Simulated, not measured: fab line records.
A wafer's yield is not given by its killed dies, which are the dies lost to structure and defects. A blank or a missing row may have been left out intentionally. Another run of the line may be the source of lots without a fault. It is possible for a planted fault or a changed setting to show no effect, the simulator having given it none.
Matching of chambers | flow nandHarc | NHARC_A_STAIRCASE_DEP_471 on pecvd-02 has 3 sister chambers
The step deposits SiO2, target thk 100 nm. 3 wafers are shown with their chamber, then 12 later ones without.

== EACH WAFER AND ITS CHAMBER ==
wafer  | chamber | throttleValvePct (%)
L091.5 | 2       | 15.7
L093.2 | 0       | 15.0
L093.6 | 1       | 14.4

== WAFERS WHOSE CHAMBER IS MISSING ==
wafer  | throttleValvePct (%)
L093.1 | 15.9
L093.4 | 15.8
L093.5 | 15.3
L094.3 | 15.4
L094.5 | 15.1
L094.6 | 14.4
L095.2 | 15.8
L095.4 | 14.4
L095.6 | 14.9
L097.1 | 14.3
L097.2 | 16.0
L097.6 | 16.3

== WHICH CHAMBER EACH ONE RAN IN ==
wafer  | from the rows above     | in truth
L093.1 | 2                       | 2
L093.4 | 2                       | 2
L093.5 | can't be placed: 0 or 2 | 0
L094.3 | can't be placed: 2 or 0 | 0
L094.5 | 0                       | 0
L094.6 | 1                       | 1
L095.2 | 2                       | 2
L095.4 | 1                       | 1
L095.6 | can't be placed: 0 or 1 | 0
L097.1 | 1                       | 1
L097.2 | 2                       | 2
L097.6 | 2                       | 2
Correctly placed: 9 of 12. Can't be placed from these rows: 3 (the true chamber is among the candidates in 3). 0 placed wrongly.
How it was worked out, from the rows above alone: a wafer's distance from a chamber is the root of the sum, over the readings, of the square of ((its reading less the chamber's mean) divided by the reading's scatter). If the next closest chamber is less than 2 further off than the closest, the wafer can't be placed; otherwise it belongs to the closest. Each chamber's mean is taken over the wafers shown for it. The scatter (one wafer shown for each chamber): square how far every hidden wafer sits from the nearest shown wafer, average those squares and take the square root.
